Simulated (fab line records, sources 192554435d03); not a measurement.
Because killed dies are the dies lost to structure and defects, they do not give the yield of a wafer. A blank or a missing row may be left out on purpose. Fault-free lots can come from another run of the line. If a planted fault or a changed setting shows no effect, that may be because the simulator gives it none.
fab line records	flow n5-finfet
record: lots: 8	wafers: 24	last-day: 17
route steps=1938 shown MOL_CONTACT_COAG@627 BEOL_M0_SAQP@636 BEOL_M0_CUTY@710 BEOL_M4@1111 PASSIVATION@1936
lots that met no fault: from a run of the same line without faults
start-h: the number of hours between the record's first day and the start of the first shown wafer of the lot	wait-h: how many hours have passed since the lot's step before this one	" unchanged from the row above	L1.1+2: a row that stands for several wafers	- no value present, or no start provided	* or withheld: withheld	< > ~ a bound
route shown NAME@n: NAME is a module with steps in the file, n the number in the route of the first one	usual: mean/standard deviation of fault-free wafers	same: alike in all rows	chamber/n: place in a boat	sites: per-site readings	_std_site: the values' standard deviation	_edge_site: mean of outer sites minus mean of inner sites	radius-mm: how far each site lies from the wafer's centre	mask NAME#n: copy n	behind: tool/chamber where the wafer was last shaped	hold: cause of the lot's hold/its duration in hours/its outcome	device: the n, p or np transistor that did not switch	end of line: the same wafers' tests at the end of the route	a step given without rows: its recipe and nothing more	killed: at the first sort, the dies lost to defects and structure; wafer yield is something else	map: a wafer's dies, x killed, . not, _ none there
set.NAME: the setting as run; set.NAME@STEP: as run at that earlier step	model.NAME: the simulator's own value behind a step, which no gauge read
a sample of lots followed through the steps of the route, with each step as a table and each wafer as a row
services: when a tool's chamber went out of use (start-h, in hours from the record's first day, below 0 if earlier), for how many hours, and the reason
== steps ==
step: N5_MOL_CONTACT_COAG_CMP_52
recipe: stop-on: SiO2	t-overpolish-s: 1.5	post-cmp-clean: w-dilute-nh4oh	down-force-psi: 4	platen-rpm: 50.289	pad-velocity-m-s: 1.0006	target-thk-nm: 66.5
usual: motor-current-A: 11.9/0.74	overpolish-run-s: 1.500/0.0092	slurry-flow-ml-min: 150.0/0.44	time-to-endpoint-s: 13.7/1.9
lot.wafer	tool	chamber	start-h	wait-h	motor-current-A	overpolish-run-s	slurry-flow-ml-min	time-to-endpoint-s
L830.3	cmp-03	2	105.59	0.0	11.6	1.501	150.0	15.9
L830.1	"	1	"	"	11.6	1.503	150.1	15.5
L830.6	"	2	"	"	12.1	1.506	150.0	15.1
L832.3	cmp-03	0	110.97	0.1	11.1	1.498	150.6	14.3
L832.2	"	1	"	"	12.1	1.498	149.9	16.0
L832.6	"	2	"	"	11.7	1.503	149.9	12.1
L836.4	cmp-04	3	139.01	0.1	11.7	1.513	150.1	15.0
L836.1	"	1	"	"	12.6	1.504	149.7	15.0
L836.6	"	3	"	"	12.4	1.500	150.2	12.7
L837.4	cmp-01	2	141.45	0.1	10.6	1.499	150.0	10.7
L837.5	"	0	"	"	11.9	1.498	151.1	12.9
L837.6	"	1	"	"	12.8	1.506	150.0	12.7
L840.3	cmp-03	0	162.78	0.0	10.8	1.493	149.3	14.9
L840.1	"	1	"	"	12.7	1.512	149.3	14.7
L840.2	"	2	"	"	12.2	1.499	150.4	13.5
L847.2	cmp-03	0	206.39	0.0	10.8	1.498	150.1	15.7
L847.5	"	0	"	"	10.7	1.500	149.5	14.5
L847.6	"	1	"	"	12.0	1.489	149.6	14.3
L851.1	cmp-04	0	231.04	1.0	11.2	1.505	150.6	13.5
L851.4	"	2	"	"	13.3	1.499	149.9	13.0
L851.2	"	3	"	"	12.3	1.507	150.0	14.8
L852.2	cmp-04	0	238.80	0.1	11.5	1.501	150.8	14.3
L852.4	"	1	"	"	12.9	1.500	149.9	12.8
L852.5	"	3	"	"	12.6	1.489	150.3	13.6
step: N5_BEOL_M0_SAQP_PECVD_96
recipe: material: a-Si	target-thk-a: 450	temp-c: 350	precursor: SiH4/He	pressure-torr: 3	rf-w: 100	time-s: 45.2
usual: heater-power-w: 696/68	showerhead-plenum-p-Torr: 5.67/0.039	throttle-valve-pct: 17.9/0.55
lot.wafer	tool	chamber	start-h	wait-h	heater-power-w	showerhead-plenum-p-Torr	throttle-valve-pct
L830.1	pecvd-01	1	113.10	0.0	712	5.64	18.2
L830.3	"	2	"	"	708	5.66	16.9
L830.6	"	2	"	"	708	5.65	16.6
L832.2	pecvd-04	1	115.84	0.0	587	5.62	18.4
L832.3	"	0	"	"	833	5.68	18.1
L832.6	"	0	"	"	858	5.70	18.0
L836.1	pecvd-04	0	144.16	0.0	786	5.69	17.8
L836.4	"	2	"	"	742	5.68	17.8
L836.6	"	0	"	"	800	5.69	17.8
L837.4	pecvd-02	0	148.25	0.0	691	5.72	17.6
L837.5	"	1	"	"	655	5.64	18.0
L837.6	"	2	"	"	752	5.72	18.7
L840.1	pecvd-04	0	166.95	0.0	828	5.69	18.0
L840.2	"	1	"	"	580	5.61	18.5
L840.3	"	2	"	"	726	5.67	17.8
L847.2	pecvd-01	0	211.51	0.0	680	5.67	18.1
L847.5	"	2	"	"	701	5.65	16.8
L847.6	"	1	"	"	746	5.64	18.2
L851.1	pecvd-04	0	237.19	0.0	872	5.70	18.1
L851.2	"	2	"	"	727	5.67	16.7
L851.4	"	0	"	"	861	5.69	18.1
L852.2	pecvd-02	0	242.79	0.0	700	5.72	17.6
L852.4	"	0	"	"	696	5.73	18.0
L852.5	"	2	"	"	725	5.74	18.9
step: N5_BEOL_M0_SAQP_THK_MEAS_05
usual: thk-nm: 59.9/0.73
lot.wafer	tool	chamber	start-h	wait-h	thk-nm
L830.1	film-metro-01	-	113.29	0.1	58.2
L830.3	"	-	"	"	59.5
L830.6	"	-	"	"	60.0
L832.2	film-metro-01	-	116.02	0.1	59.6
L832.3	"	-	"	"	59.1
L832.6	"	-	"	"	60.8
L836.1	film-metro-02	-	144.34	0.1	59.8
L836.4	"	-	"	"	61.4
L836.6	"	-	"	"	60.9
L837.4	film-metro-02	-	148.41	0.0	60.0
L837.5	"	-	"	"	59.7
L837.6	"	-	"	"	60.4
L840.1	film-metro-02	-	167.13	0.1	60.1
L840.2	"	-	"	"	60.5
L840.3	"	-	"	"	59.5
L847.2	film-metro-01	-	211.69	0.1	59.5
L847.5	"	-	"	"	59.7
L847.6	"	-	"	"	60.7
L851.1	film-metro-02	-	237.37	0.1	59.8
L851.2	"	-	"	"	59.3
L851.4	"	-	"	"	60.1
L852.2	film-metro-02	-	242.97	0.1	59.6
L852.4	"	-	"	"	60.3
L852.5	"	-	"	"	60.1
step: N5_BEOL_M0_SAQP_HM_DEP_111
recipe: material: SiO2	target-thk-a: 120	temp-c: 400	precursor: SiH4/N2O	pressure-torr: 0.75	rf-w: 275	time-s: 7.2
usual: heater-power-w: 860/76	showerhead-plenum-p-Torr: 8.14/0.087
lot.wafer	tool	chamber	start-h	wait-h	heater-power-w	showerhead-plenum-p-Torr
L830.1	pecvd-04	0	113.33	0.0	1052	8.23
L830.3	"	2	"	"	821	8.21
L830.6	"	2	"	"	854	8.18
L832.2	pecvd-01	0	116.06	0.0	800	8.14
L832.3	"	2	"	"	930	8.14
L832.6	"	1	"	"	863	8.06
L836.1	pecvd-01	0	144.38	0.0	890	8.13
L836.4	"	0	"	"	920	8.15
L836.6	"	1	"	"	919	8.08
L837.4	pecvd-04	2	148.47	0.1	825	8.22
L837.5	"	0	"	"	1068	8.20
L837.6	"	1	"	"	720	8.02
L840.1	pecvd-01	0	167.17	0.0	881	8.12
L840.2	"	2	"	"	906	8.12
L840.3	"	1	"	"	849	8.07
L847.2	pecvd-02	2	211.73	0.0	830	8.27
L847.5	"	2	"	"	864	8.28
L847.6	"	0	"	"	874	8.32
L851.1	pecvd-02	2	237.40	0.0	859	8.29
L851.2	"	1	"	"	851	8.04
L851.4	"	0	"	"	812	8.30
L852.2	pecvd-04	0	243.01	0.0	993	8.23
L852.4	"	1	"	"	775	7.99
L852.5	"	2	"	"	845	8.17
step: N5_BEOL_M0_SAQP_INSPECT_16
recipe: mode: adi	inspect-instrument: brightfield
usual: raw-defect-count: 449/100
lot.wafer	tool	chamber	start-h	wait-h	raw-defect-count
L830.1	defect-inspect-02	-	113.83	0.0	502
L830.3	"	-	"	"	473
L830.6	"	-	"	"	550
L832.2	defect-inspect-02	-	116.56	0.0	360
L832.3	"	-	"	"	323
L832.6	"	-	"	"	327
L836.1	defect-inspect-02	-	144.75	0.0	372
L836.4	"	-	"	"	598
L836.6	"	-	"	"	328
L837.4	defect-inspect-02	-	148.94	0.0	397
L837.5	"	-	"	"	438
L837.6	"	-	"	"	549
L840.1	defect-inspect-01	-	167.67	0.0	1312
L840.2	"	-	"	"	520
L840.3	"	-	"	"	477
L847.2	defect-inspect-01	-	212.23	0.0	690
L847.5	"	-	"	"	607
L847.6	"	-	"	"	536
L851.1	defect-inspect-01	-	237.78	0.0	414
L851.2	"	-	"	"	483
L851.4	"	-	"	"	479
L852.2	defect-inspect-02	-	243.51	0.0	472
L852.4	"	-	"	"	468
L852.5	"	-	"	"	415
step: N5_BEOL_M0_SAQP_INSPECT_42
recipe: mode: adi	inspect-instrument: brightfield
usual: raw-defect-count: 266/84
lot.wafer	tool	chamber	start-h	wait-h	raw-defect-count
L830.1	defect-inspect-02	-	117.94	0.1	295
L830.3	"	-	"	"	293
L830.6	"	-	"	"	245
L832.2	defect-inspect-01	-	121.32	0.0	194
L832.3	"	-	"	"	132
L832.6	"	-	"	"	180
L836.1	defect-inspect-01	-	150.61	0.1	197
L836.4	"	-	"	"	179
L836.6	"	-	"	"	171
L837.4	defect-inspect-02	-	157.77	0.0	289
L837.5	"	-	"	"	243
L837.6	"	-	"	"	294
L840.1	defect-inspect-01	-	171.55	0.1	1167
L840.2	"	-	"	"	236
L840.3	"	-	"	"	191
L847.2	defect-inspect-01	-	216.18	0.0	410
L847.5	"	-	"	"	407
L847.6	"	-	"	"	340
L851.1	defect-inspect-01	-	242.04	0.1	354
L851.2	"	-	"	"	383
L851.4	"	-	"	"	239
L852.2	defect-inspect-02	-	247.70	0.0	202
L852.4	"	-	"	"	296
L852.5	"	-	"	"	317
step: N5_BEOL_M0_CUTY_INSPECT_59
recipe: mode: adi	inspect-instrument: macro
usual: raw-defect-count: 2.0/1.4
lot.wafer	tool	chamber	start-h	wait-h	raw-defect-count
L830.1	defect-inspect-02	-	119.52	0.0	3
L830.3	"	-	"	"	5
L830.6	"	-	"	"	3
L832.2	defect-inspect-01	-	122.93	0.0	1
L832.3	"	-	"	"	3
L832.6	"	-	"	"	2
L836.1	defect-inspect-01	-	153.25	0.0	2
L836.4	"	-	"	"	4
L836.6	"	-	"	"	3
L837.4	defect-inspect-01	-	159.34	0.0	1
L837.5	"	-	"	"	3
L837.6	"	-	"	"	2
L840.1	defect-inspect-02	-	172.94	0.0	>300
L840.2	"	-	"	"	5
L840.3	"	-	"	"	1
L847.2	defect-inspect-02	-	217.79	0.0	3
L847.5	"	-	"	"	2
L847.6	"	-	"	"	1
L851.1	defect-inspect-01	-	243.37	0.0	2
L851.2	"	-	"	"	3
L851.4	"	-	"	"	3
L852.2	defect-inspect-01	-	249.00	0.0	2
L852.4	"	-	"	"	4
L852.5	"	-	"	"	1
step: N5_BEOL_M4_RC_MEAS_101
usual: DIBL_N: 36.4/1.4	DIBL_P: 36.3/1.5	IOFF_N: 0.162/0.023	IOFF_P: 0.211/0.027	ION_N: 676/9.7	ION_P: 463/6.4	SS_N: 71.5/0.5	SS_P: 73.3/0.6	VT_N: 249.3/2.5	VT_P: -249.9/2.8
lot.wafer	tool	chamber	start-h	wait-h	DIBL_N[mV/V]	DIBL_P[mV/V]	IOFF_N[nA/um]	IOFF_P[nA/um]	ION_N[uA/um]	ION_P[uA/um]	SS_N[mV/dec]	SS_P[mV/dec]	VT_N[mV]	VT_P[mV]
L830.1	prober-02	0	171.00	0.0	38.5	37.2	0.193	0.238	675	461	72.4	73.6	249.0	-247.1
L830.3	"	0	"	"	37.3	36.1	0.166	0.221	675	467	71.7	73.4	249.5	-250.3
L830.6	"	0	"	"	37.8	36.4	0.186	0.228	676	459	72.4	74.0	248.0	-248.3
L832.2	prober-02	0	173.70	0.2	36.4	35.9	0.157	0.212	680	470	70.9	73.2	248.7	-249.4
L832.3	"	0	"	"	37.6	36.8	0.184	0.222	685	468	71.6	73.4	247.1	-247.8
L832.6	"	0	"	"	36.8	35.5	0.168	0.214	683	468	71.6	72.8	247.9	-248.2
L836.1	prober-02	0	197.01	0.0	35.4	36.3	0.174	0.253	677	470	71.4	73.0	247.8	-245.6
L836.4	"	0	"	"	36.2	37.1	0.183	0.274	678	472	71.1	73.0	246.7	-242.0
L836.6	"	0	"	"	33.2	33.3	0.131	0.208	675	471	71.1	72.1	250.9	-245.3
L837.4	prober-01	0	212.91	0.5	33.7	33.6	0.121	0.176	664	462	70.7	72.0	253.4	-253.6
L837.5	"	0	"	"	36.4	36.3	0.162	0.223	671	461	70.9	72.7	249.2	-250.1
L837.6	"	0	"	"	37.4	38.2	0.174	0.237	670	458	71.6	73.3	249.3	-247.8
L840.1	prober-02	0	233.52	0.0	35.0	36.0	0.133	0.176	668	463	71.6	73.2	250.4	-252.8
L840.2	"	0	"	"	35.8	36.0	0.146	0.171	657	446	71.3	72.7	252.2	-252.0
L840.3	"	0	"	"	35.3	36.2	0.143	0.181	675	459	71.8	73.3	248.1	-255.4
L847.2	prober-02	0	262.77	0.2	34.5	34.5	0.114	0.160	675	458	70.7	72.1	257.0	-254.2
L847.5	"	0	"	"	36.7	37.4	0.153	0.189	671	455	71.2	73.1	250.9	-253.6
L847.6	"	0	"	"	37.1	37.9	0.167	0.222	683	460	71.2	73.3	250.9	-250.4
L851.1	prober-01	0	294.52	0.0	37.0	36.4	0.156	0.200	667	459	72.0	74.1	250.4	-252.9
L851.2	"	0	"	"	37.3	36.7	0.175	0.210	675	459	71.3	74.1	249.3	-251.6
L851.4	"	0	"	"	36.8	36.8	0.174	0.204	687	470	71.8	74.6	245.5	-251.3
L852.2	prober-01	0	296.27	0.2	36.9	36.1	0.163	0.192	676	459	71.7	73.5	249.4	-251.9
L852.4	"	0	"	"	40.8	42.2	0.254	0.309	706	473	72.2	75.0	244.1	-243.8
L852.5	"	0	"	"	38.4	38.3	0.188	0.240	699	472	71.9	74.3	248.1	-250.8
step: N5_PASSIVATION_PROBE_49
usual: defect-limited-yield: 91.3/1.3	killed_at_M0_to_M3: 33/8.9	killed_at_M4_up: 15/5.4	killed-at-contacts: 13/5.8	killed-at-front-end: 39/9.9	killed-at-other: 3.2/2.9	killed-dies: 102/15	killed-on-rim: 13/3.7	killed-open: 68/12	killed-short: 34/7.6	sort_bin_4_leakage: 0.00/0.007	sort_bin_5_function: 5.1/0.89	sort_bin_6_memory: 3.2/0.63	sort_bin_8_speed: 0.00/0.007	sort-n-pass: 1078/15	sort-yield-pct: 91.3/1.3
same: gross-dies: 1180	killed-at-back-side: 0
lot.wafer	tool	chamber	start-h	wait-h	defect-limited-yield[%]	killed_at_M0_to_M3	killed_at_M4_up	killed-at-contacts	killed-at-front-end	killed-at-other	killed-dies	killed-on-rim	killed-open	killed-short	sort_bin_4_leakage[%]	sort_bin_5_function[%]	sort_bin_6_memory[%]	sort_bin_8_speed[%]	sort-n-pass	sort-yield-pct[%]
L830.1	prober-01	-	263.01	0.0	90.9	24	24	14	41	4	107	14	79	28	0	5.0	3.7	0	1073	90.9
L830.3	prober-01	-	263.11	0.1	92.7	27	12	11	33	3	86	12	56	30	0	3.9	3.3	0	1094	92.7
L830.6	prober-01	-	263.26	0.3	92.0	45	11	9	21	8	94	15	59	34	0	5.2	2.2	0	1086	92.0
L832.2	prober-02	-	268.61	0.1	90.0	33	15	15	55	0	118	18	88	30	0	5.9	3.9	0	1062	90.0
L832.3	prober-02	-	268.66	0.1	89.9	28	20	22	48	1	119	16	84	35	0	5.2	4.6	0	1061	89.9
L832.6	prober-02	-	268.81	0.3	92.4	17	27	11	35	0	90	11	63	27	0	4.7	3.0	0	1090	92.4
L836.1	prober-02	-	306.13	0.0	92.7	34	11	6	32	3	86	13	49	37	0	4.0	2.9	0	1094	92.7
L836.4	prober-02	-	306.28	0.2	92.3	22	16	9	39	5	91	15	61	29	0	4.4	3.1	0	1089	92.3
L836.6	prober-02	-	306.38	0.3	92.3	17	17	19	37	1	91	12	65	24	0	4.3	3.3	0	1089	92.3
L840.1	prober-01	-	335.09	0.0	88.7	62	29	8	30	4	133	29	61	24	0	7.1	2.7	0	1047	88.7
L840.2	prober-01	-	335.14	0.1	91.4	38	14	12	26	11	101	16	62	37	0	4.8	3.4	0.08	1078	91.4
L840.3	prober-01	-	335.19	0.1	93.0	22	18	12	28	3	83	11	52	29	0	4.1	2.8	0	1097	93.0
L847.2	prober-02	-	364.78	0.1	90.0	40	14	23	40	1	118	13	89	28	0	6.2	3.7	0	1062	90.0
L847.5	prober-02	-	364.93	0.2	89.8	42	15	15	48	0	120	25	75	44	0	6.0	3.6	0	1060	89.8
L847.6	prober-02	-	364.98	0.3	89.5	45	13	18	45	3	124	14	87	34	0	5.3	4.7	0	1056	89.5
L851.1	prober-01	-	405.58	0.0	87.5	42	19	34	53	0	148	15	93	54	0	7.8	4.4	0	1032	87.5
L851.2	prober-01	-	405.63	0.1	90.2	30	19	17	48	2	116	14	74	42	0	5.2	4.4	0	1064	90.2
L851.4	prober-01	-	405.73	0.2	89.1	47	18	17	46	1	129	19	98	30	0	6.7	4.2	0	1051	89.1
killed by level:class
L830.1 BEOL_M0_SAQP:geometric-particle:open=9 FIN_SAQP:geometric-particle:open=8 MOL_CONTACT_COAG:geometric-particle:open=8 BEOL_M4:geometric-particle:open=8 STARTING-WAFER:geometric-particle:open=7 MOL_CONTACT_COAG:geometric-particle:short=6 STI_FIN_REVEAL:geometric-particle:open=5 BEOL_M5:geometric-particle:open=5
L830.3 BEOL_M0_SAQP:geometric-particle:open=12 MOL_CONTACT_COAG:geometric-particle:open=9 BEOL_M0_SAQP:geometric-particle:short=8 FIN_SAQP:geometric-particle:short=7 STI_FIN_REVEAL:geometric-particle:open=5 DUMMY_GATE:geometric-particle:open=5 FIN_SAQP:geometric-particle:open=4 BEOL_M3:geometric-particle:open=4
L830.6 BEOL_M0_SAQP:geometric-particle:short=10 BEOL_M0_SAQP:geometric-particle:open=9 MOL_CONTACT_COAG:geometric-particle:open=8 BEOL_M3:geometric-particle:open=8 BEOL_M1:geometric-particle:open=6 BEOL_M3:geometric-particle:short=6 PASS1_CAP:geometric-particle:open=5 STARTING-WAFER:geometric-particle:open=5
L832.2 MOL_CONTACT_COAG:geometric-particle:open=14 DUMMY_GATE:geometric-particle:open=13 BEOL_M1:geometric-particle:open=13 STI_FIN_REVEAL:geometric-particle:open=9 BEOL_M4:geometric-particle:open=9 GATE_CUT:geometric-particle:short=9 FIN_SAQP:geometric-particle:short=8 BEOL_M2:geometric-particle:open=7
L832.3 STI_FIN_REVEAL:geometric-particle:open=21 MOL_CONTACT_COAG:geometric-particle:open=15 BEOL_M4:geometric-particle:open=14 GATE_CUT:geometric-particle:short=8 MOL_CONTACT_COAG:geometric-particle:short=7 BEOL_M0_SAQP:geometric-particle:open=6 BEOL_M2:geometric-particle:open=6 DUMMY_GATE:geometric-particle:open=4
L832.6 BEOL_M4:geometric-particle:open=20 STI_FIN_REVEAL:geometric-particle:open=10 MOL_CONTACT_COAG:geometric-particle:open=10 FIN_SAQP:geometric-particle:short=7 BEOL_M0_SAQP:geometric-particle:open=6 DUMMY_GATE:geometric-particle:open=4 GATE_CUT:geometric-particle:short=3 STARTING-WAFER:geometric-particle:short=3
L836.1 BEOL_M3:geometric-particle:open=8 FIN_SAQP:geometric-particle:short=6 STI_FIN_REVEAL:geometric-particle:open=6 BEOL_M0_SAQP:geometric-particle:open=6 BEOL_M1:geometric-particle:short=5 STARTING-WAFER:geometric-particle:short=5 GATE_CUT:geometric-particle:short=4 BEOL_M1:geometric-particle:open=4
L836.4 STI_FIN_REVEAL:geometric-particle:open=15 BEOL_M4:geometric-particle:open=9 FIN_SAQP:geometric-particle:short=8 MOL_CONTACT_COAG:geometric-particle:open=6 DUMMY_GATE:geometric-particle:open=4 BEOL_M1:geometric-particle:open=4 BEOL_M2:geometric-particle:open=4 MOL_CONTACT_COAG:geometric-particle:short=3
L836.6 MOL_CONTACT_COAG:geometric-particle:open=16 STI_FIN_REVEAL:geometric-particle:open=9 BEOL_M4:geometric-particle:open=7 FIN_SAQP:geometric-particle:open=6 BEOL_M3:geometric-particle:open=5 BEOL_M8:geometric-particle:open=4 FIN_SAQP:geometric-particle:short=3 STI_FIN_REVEAL:geometric-particle:short=3
L840.1 BEOL_M0_SAQP:unspecified=48 BEOL_M4:geometric-particle:open=15 STI_FIN_REVEAL:geometric-particle:open=9 MOL_CONTACT_COAG:geometric-particle:open=7 BEOL_M5:geometric-particle:open=5 DUMMY_GATE:geometric-particle:open=4 BEOL_M3:geometric-particle:open=4 STARTING-WAFER:geometric-particle:short=4
L840.2 BEOL_M0_SAQP:geometric-particle:open=10 BEOL_M4:geometric-particle:open=9 BEOL_M0_SAQP:geometric-particle:short=9 MOL_CONTACT_COAG:geometric-particle:open=9 STI_FIN_REVEAL:geometric-particle:open=7 BEOL_M3:geometric-particle:short=6 BEOL_M2:geometric-particle:open=5 FIN_SAQP:geometric-particle:open=4
L840.3 MOL_CONTACT_COAG:geometric-particle:open=12 BEOL_M0_SAQP:geometric-particle:short=8 FIN_SAQP:geometric-particle:open=6 BEOL_M0_SAQP:geometric-particle:open=6 ILD0:geometric-particle:short=4 STARTING-WAFER:geometric-particle:short=4 STI_FIN_REVEAL:geometric-particle:open=3 GATE_CUT:geometric-particle:short=3
L847.2 MOL_CONTACT_COAG:geometric-particle:open=21 BEOL_M0_SAQP:geometric-particle:open=11 BEOL_M3:geometric-particle:open=11 STI_FIN_REVEAL:geometric-particle:open=10 FIN_SAQP:geometric-particle:short=8 BEOL_M2:geometric-particle:open=8 BEOL_M0_SAQP:geometric-particle:short=7 GATE_CUT:geometric-particle:open=5
L847.5 STI_FIN_REVEAL:geometric-particle:open=13 MOL_CONTACT_COAG:geometric-particle:open=12 BEOL_M0_SAQP:geometric-particle:short=12 BEOL_M0_SAQP:geometric-particle:open=9 BEOL_M3:geometric-particle:open=8 FIN_SAQP:geometric-particle:open=7 GATE_CUT:geometric-particle:short=6 BEOL_M2:geometric-particle:open=6
L847.6 MOL_CONTACT_COAG:geometric-particle:open=15 STI_FIN_REVEAL:geometric-particle:open=12 BEOL_M3:geometric-particle:open=12 BEOL_M0_SAQP:geometric-particle:open=10 BEOL_M1:geometric-particle:open=7 FIN_SAQP:geometric-particle:open=6 FIN_SAQP:geometric-particle:short=5 STI_FIN_REVEAL:geometric-particle:short=5
L851.1 MOL_CONTACT_COAG:geometric-particle:open=26 BEOL_M1:geometric-particle:open=12 BEOL_M4:geometric-particle:short=11 DUMMY_GATE:geometric-particle:open=10 MOL_CONTACT_COAG:geometric-particle:short=8 STI_FIN_REVEAL:geometric-particle:open=7 FIN_SAQP:geometric-particle:short=6 FIN_SAQP:geometric-particle:open=6
L851.2 MOL_CONTACT_COAG:geometric-particle:open=13 BEOL_M2:geometric-particle:open=8 STI_FIN_REVEAL:geometric-particle:open=8 FIN_SAQP:geometric-particle:open=6 DUMMY_GATE:geometric-particle:open=6 BEOL_M3:geometric-particle:open=6 BEOL_M4:geometric-particle:open=6 ILD0:geometric-particle:short=5
L851.4 BEOL_M3:geometric-particle:open=21 DUMMY_GATE:geometric-particle:open=13 MOL_CONTACT_COAG:geometric-particle:open=12 FIN_SAQP:geometric-particle:open=6 BEOL_M0:geometric-particle:open=6 BEOL_M2:geometric-particle:open=6 BEOL_M4:geometric-particle:open=6 STI_FIN_REVEAL:geometric-particle:open=5
== services ==
tool	chamber	start-h	hours	kind
cmp-01	-	86.56	0.9	repair
cmp-01	-	96.03	3.6	repair
cmp-01	-	129.65	4.0	pm
pecvd-01	-	130.28	0.3	repair
cmp-01	-	133.65	-	consumable-replace:conditioner
cmp-01	-	137.34	3.7	repair
cmp-04	-	145.72	5.4	pm
pecvd-02	0	152.39	2.1	scheduled-down
cmp-04	-	153.98	1.3	repair
pecvd-02	2	157.97	5.5	scheduled-down
cmp-01	-	167.41	5.2	pm
pecvd-04	2	172.95	2.1	scheduled-down
cmp-01	-	173.97	1.1	repair
pecvd-04	1	199.60	5.5	scheduled-down
pecvd-04	2	205.34	-	clean
pecvd-04	2	205.34	-	consumable-replace:showerhead
pecvd-04	2	205.34	29.0	scheduled-down
pecvd-04	2	205.34	29.0	vent-cycle
cmp-03	-	210.09	40.3	repair
cmp-04	-	213.26	4.0	pm
cmp-04	-	217.26	-	consumable-replace:conditioner
cmp-04	-	217.26	-	consumable-replace:pad
cmp-04	-	218.03	3.4	repair
cmp-04	-	242.97	1.0	repair
== key ==
first-sign: step: N5_BEOL_M0_SAQP_INSPECT_16	reading: raw-defect-count	direction: up	sigmas: 8.3	usual: 449	struck: 1312
effect: step: N5_BEOL_M0_SAQP_INSPECT_42	reading: raw-defect-count	direction: up	sigmas: 11	usual: 266	struck: 1167
effect: step: N5_BEOL_M0_CUTY_INSPECT_59	reading: raw-defect-count	direction: up	sigmas: 99+	usual: 2.0	struck: >300
effect: step: N5_PASSIVATION_PROBE_49	reading: killed_at_M0_to_M3	direction: up	sigmas: 3.3	usual: 33	struck: 62
more-kills-born-at: N5_BEOL_M0_SAQP_HM_DEP_111@pecvd-01: 48
met-at N5_BEOL_M0_SAQP_HM_DEP_111
struck-lots L840
struck-wafers L840.1
not-acting-at N5_MOL_CONTACT_COAG_CMP_52,N5_BEOL_M0_SAQP_PECVD_96,N5_BEOL_M0_SAQP_THK_MEAS_05
onset-between 144.38 167.17
fault: kind: chamber-particle-source	tool: pecvd-01	chamber: 0	onset-h: 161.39	steps: N5_BEOL_M0_SAQP_HM_DEP_111	rate-per-visit-cm2: 1.5009
